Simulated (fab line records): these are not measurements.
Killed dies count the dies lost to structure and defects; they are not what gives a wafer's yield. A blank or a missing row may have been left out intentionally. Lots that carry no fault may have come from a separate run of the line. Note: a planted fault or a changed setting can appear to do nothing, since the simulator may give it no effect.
Matching of chambers -- flow n5-finfet -- N5_BEOL_M6_ETCH_72 on rie-diel-01 has 4 sister chambers
The step etches underlayer in N2/H2, target depth 6.5 nm, time 5.2 s. 18 wafers are shown with their chamber, then 9 later ones without.

WAFERS PAIRED WITH THEIR CHAMBERS
wafer,chamber,drypump-motor-current-A (A),showerhead-plenum-p-Torr (Torr),throttle-valve-pct (%)
L074.2,3,5.9,2.63,18.04
L074.4,0,6.0,2.46,17.55
L074.5,1,5.2,2.54,17.92
L076.3,1,5.2,2.54,17.92
L076.5,2,5.4,2.56,17.62
L076.6,3,5.9,2.63,18.02
L078.2,2,5.4,2.56,17.62
L078.3,3,5.9,2.63,18.04
L078.4,1,5.2,2.53,17.96
L085.1,1,5.2,2.53,17.98
L085.4,0,6.0,2.45,17.59
L085.5,2,5.4,2.55,17.62
L090.1,3,5.9,2.62,18.09
L090.3,1,5.2,2.52,17.99
L090.5,2,5.4,2.55,17.66
L092.2,1,5.2,2.52,18.00
L092.4,3,6.0,2.62,18.08
L092.6,0,6.0,2.45,17.61

SIGNATURES (means of the wafers above)
reading,chamber 0,chamber 1,chamber 2,chamber 3,scatter within a chamber
drypump-motor-current-A,6.000,5.200,5.400,5.920,0.0239
showerhead-plenum-p-Torr,2.4533,2.5300,2.5550,2.6260,0.007
throttle-valve-pct,17.5833,17.9617,17.6300,18.0540,0.0301
Rule: for each reading, subtract the chamber's mean from the wafer's reading, divide by that reading's scatter and square the result; add these up over the readings and take the root, which gives the wafer's distance from the chamber. The wafer belongs to the nearest chamber; if the next one is less than 2 further off, it can't be placed. The scatter is the square root of a quotient: the sum, over the shown wafers, of each reading's squared deviation from its chamber's mean, divided by wafers minus chambers.

WAFERS WHOSE CHAMBER IS MISSING
wafer,drypump-motor-current-A (A),showerhead-plenum-p-Torr (Torr),throttle-valve-pct (%)
L097.1,5.9,2.62,18.09
L097.2,5.4,2.54,17.66
L097.3,6.0,2.45,17.64
L097.4,5.2,2.52,18.01
L097.5,5.2,2.52,18.00
L097.6,5.4,2.54,17.70
L096.2,6.0,2.45,17.64
L096.4,5.9,2.62,18.11
L096.6,5.4,2.54,17.67

CHAMBER TAKEN BY EACH
wafer,from the rows above,in truth
L097.1,3,3
L097.2,2,2
L097.3,0,0
L097.4,1,1
L097.5,1,1
L097.6,2,2
L096.2,0,0
L096.4,3,3
L096.6,2,2
Placed correctly: 9 of 9. Not placeable from these rows: 0. Wrongly placed: 0.
